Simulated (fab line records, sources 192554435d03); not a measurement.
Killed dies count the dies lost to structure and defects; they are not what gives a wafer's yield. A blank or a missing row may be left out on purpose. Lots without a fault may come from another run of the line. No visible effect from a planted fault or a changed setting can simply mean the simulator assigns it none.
8D (eight disciplines) problem report, filled in by code | flow n5Finfet | the parts of the form that need people (team, actions taken, sign-off) are left out

== 1. WHAT IS WRONG ==
rfFwdPowerW at N5_HKMG_FIN_ETCH_35 reads a mean of 2295 W on 1 wafer of 1 lot; wafers without a fault read 2991 W with a standard deviation of 8.9. Relative to the usual mean, that is a shift of -78 standard deviations.
The step: etches SOC in N2/H2, target depth 215.8 nm, time 243.4 s.
First observed at day 7 02:25: wafer L281.5, on rieDiel-04. At this step, 24 wafers from 8 lots have a number in the record. Rule for "out" (also "out of limits"): further than 4 standard deviations from the usual mean. The rest of the wafers with a number are treated as sound.

== 2. WHAT IT IS; WHAT IT IS NOT ==
question                    | is                  | is not
which readings at this step | rfFwdPowerW, rfVppV | biasW, drypumpMotorCurrentA, showerheadPlenumPTorr, throttleValvePct
which lots                  | L281                | L271, L277, L278, L285, L287, L292, L293
which wafers of those lots  | L281.5              | L281.1, L281.6
read on which tools         | rieDiel-04          | rieDiel-02, rieDiel-05
when                        | from day 7 02:25    | up to then (11 sound wafers); but 12 sound wafers of L285, L287, L292, L293 came after

== 3. WHAT RULES OUT EACH SUSPECT ==
Counting: a tool at a process step up to the reading stays a suspect if it ran every lot that is out. Sound lots after the first of them don't rule it out here, since some wafers of a struck lot are sound.
- rieDiel-05 at N5_HKMG_FIN_DESCUM_53 (chemistry O2, time 7.9 s): kept. It processed L281, the lot that is out, at day 6 22:17, and its most recent sound lot before then was L278 at day 5 23:37.
- plasmaAsher-01 at N5_HKMG_FIN_STRIP_60 (strips in N2/H2, time 360 s): kept. It processed L281, the lot that is out, at day 6 23:10, and its most recent sound lot before then was L278 at day 6 00:29.
- rieDiel-04 at N5_HKMG_FIN_ETCH_31 (etches SiARC in CF4, target depth 45.5 nm, time 75.8 s): kept. It processed L281, the lot that is out, at day 7 02:08, and its most recent sound lot before then was L278 at day 6 02:53.
- rieDiel-04 at N5_HKMG_FIN_ETCH_35 (etches SOC in N2/H2, target depth 215.8 nm, time 243.4 s): kept. It processed L281, the lot that is out, at day 7 02:25, and its most recent sound lot before then was L278 at day 6 03:10. Its own readings are out on those wafers: rfFwdPowerW, rfVppV.
- rieDiel-05, N5_HKMG_FIN_DESCUM_53: wafers that are out in chamber 0, sound lot-mates in chambers 1, 2.
- The sound lot-mates ran in chamber 0 of plasmaAsher-01 at N5_HKMG_FIN_STRIP_60, but the wafers that are out ran in chamber 1.
- The sound lot-mates ran in chamber 2 of rieDiel-04 at N5_HKMG_FIN_ETCH_31, but the wafers that are out ran in chamber 3.
- The sound lot-mates ran in chamber 2 of rieDiel-04 at N5_HKMG_FIN_ETCH_35, but the wafers that are out ran in chamber 3.
Left after counting: rieDiel-05 at N5_HKMG_FIN_DESCUM_53, plasmaAsher-01 at N5_HKMG_FIN_STRIP_60, rieDiel-04 at N5_HKMG_FIN_ETCH_31, rieDiel-04 at N5_HKMG_FIN_ETCH_35.

== 4. THE CAUSE (what the simulator had put in) ==
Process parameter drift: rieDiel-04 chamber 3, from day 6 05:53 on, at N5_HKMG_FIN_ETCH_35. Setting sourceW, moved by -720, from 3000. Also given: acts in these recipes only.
After counting, 4 suspects remain, this tool included.

== 5. THE EFFECT CHAIN, in route order ==
One row per reading whose mean, taken over the struck wafers that have a number, lies over 3 standard deviations from the usual. Readings are gone through only where the record gives a usual standard deviation; hours: the median, over the lots, of the time from a lot's start at the first step in this table giving one to that lot's start at this step; sigmas: the change measured in usual standard deviations.
hours | step                | reading     | usual   | on struck wafers | change | sigmas
0     | N5_HKMG_FIN_ETCH_35 | rfFwdPowerW | 2991 W  | 2295             | -696   | -78
0     | N5_HKMG_FIN_ETCH_35 | rfVppV      | 141.5 V | 155.8            | +14.3  | +13
It contains these process steps:
- N5_HKMG_FIN_ETCH_35: etches SOC in N2/H2, target depth 215.8 nm, time 243.4 s.
Later measuring or inspecting steps at which every struck wafer that the step has a row for has a number for every such reading, and none has moved that far: N5_BEOL_M4_RC_MEAS_101.

== 6. WHAT WOULD HAVE CAUGHT IT SOONER ==
21 hours passed between the start of the fault at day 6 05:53 and the first reading out of limits in this record, taken at day 7 02:25.
